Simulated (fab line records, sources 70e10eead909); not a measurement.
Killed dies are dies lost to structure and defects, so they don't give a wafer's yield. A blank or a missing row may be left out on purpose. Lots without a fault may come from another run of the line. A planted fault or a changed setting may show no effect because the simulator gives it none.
Chamber matching | flow nand_harc | NHARC_P_CONTACT_ETCH_35 on rie_diel-01: 4 sister chambers
The step etches the open film in CF4, target depth 39 nm, time 65 s. 14 wafers are shown with their chamber, then 7 later ones without.

WAFERS WITH THEIR CHAMBER
wafer  | chamber | oes_product_au (a.u.) | rf_vpp_V (V) | throttle_valve_pct (%)
L984.1 | 2       | 0.992                 | 151.2        | 13.293
L984.3 | 1       | 1.021                 | 151.1        | 13.274
L984.6 | 2       | 0.981                 | 153.5        | 13.278
L985.3 | 0       | 1.015                 | 153.1        | 13.301
L985.4 | 2       | 1.000                 | 152.8        | 13.287
L985.5 | 2       | 1.004                 | 152.8        | 13.301
L992.3 | 2       | 0.990                 | 153.5        | 13.269
L992.5 | 1       | 1.026                 | 150.1        | 13.281
L992.6 | 2       | 0.986                 | 151.9        | 13.296
L991.4 | 3       | 1.003                 | 149.9        | 13.284
L991.5 | 2       | 1.002                 | 153.9        | 13.293
L991.6 | 1       | 1.023                 | 149.8        | 13.280
L996.2 | 2       | 0.992                 | 152.4        | 13.286
L996.3 | 0       | 0.991                 | 150.7        | 13.293

SIGNATURES (means of the wafers above)
reading            | chamber 0 | chamber 1 | chamber 2 | chamber 3 | scatter within a chamber
oes_product_au     | 1.00300   | 1.02333   | 0.99338   | 1.00300   | 0.00869
rf_vpp_V           | 151.900   | 150.333   | 152.750   | 149.900   | 0.975
throttle_valve_pct | 13.29700  | 13.27833  | 13.28787  | 13.28400  | 0.009
Rule: a wafer's distance from a chamber is the root of the sum, over the readings, of the square of ((its reading less the chamber's mean) divided by the reading's scatter). The wafer belongs to the nearest chamber; if the next one is less than 2 further off, it can't be placed. The scatter: the root of (the sum of the squares of (reading less its chamber's mean) over the shown wafers, divided by (wafers less chambers)).

WAFERS WITHOUT THEIR CHAMBER
wafer  | oes_product_au (a.u.) | rf_vpp_V (V) | throttle_valve_pct (%)
L996.4 | 0.999                 | 151.6        | 13.280
L103.4 | 0.993                 | 152.9        | 13.295
L103.5 | 0.998                 | 151.2        | 13.287
L103.6 | 1.011                 | 150.0        | 13.288
L105.1 | 0.997                 | 152.4        | 13.277
L105.2 | 0.997                 | 150.3        | 13.287
L105.4 | 0.989                 | 151.9        | 13.275

WHICH CHAMBER EACH WENT THROUGH
wafer  | from the rows above               | in truth
L996.4 | can't be placed: 2 or 3 or 0 or 1 | 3
L103.4 | can't be placed: 2 or 0           | 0
L103.5 | can't be placed: 0 or 3 or 2 or 1 | 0
L103.6 | can't be placed: 3 or 1 or 0      | 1
L105.1 | can't be placed: 2 or 0 or 3      | 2
L105.2 | can't be placed: 3 or 0 or 2      | 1
L105.4 | can't be placed: 2 or 3 or 0      | 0
Placed correctly: 0 of 7. Can't be placed from these rows: 7 (the true chamber is among the candidates in 6). Placed wrongly: 0.
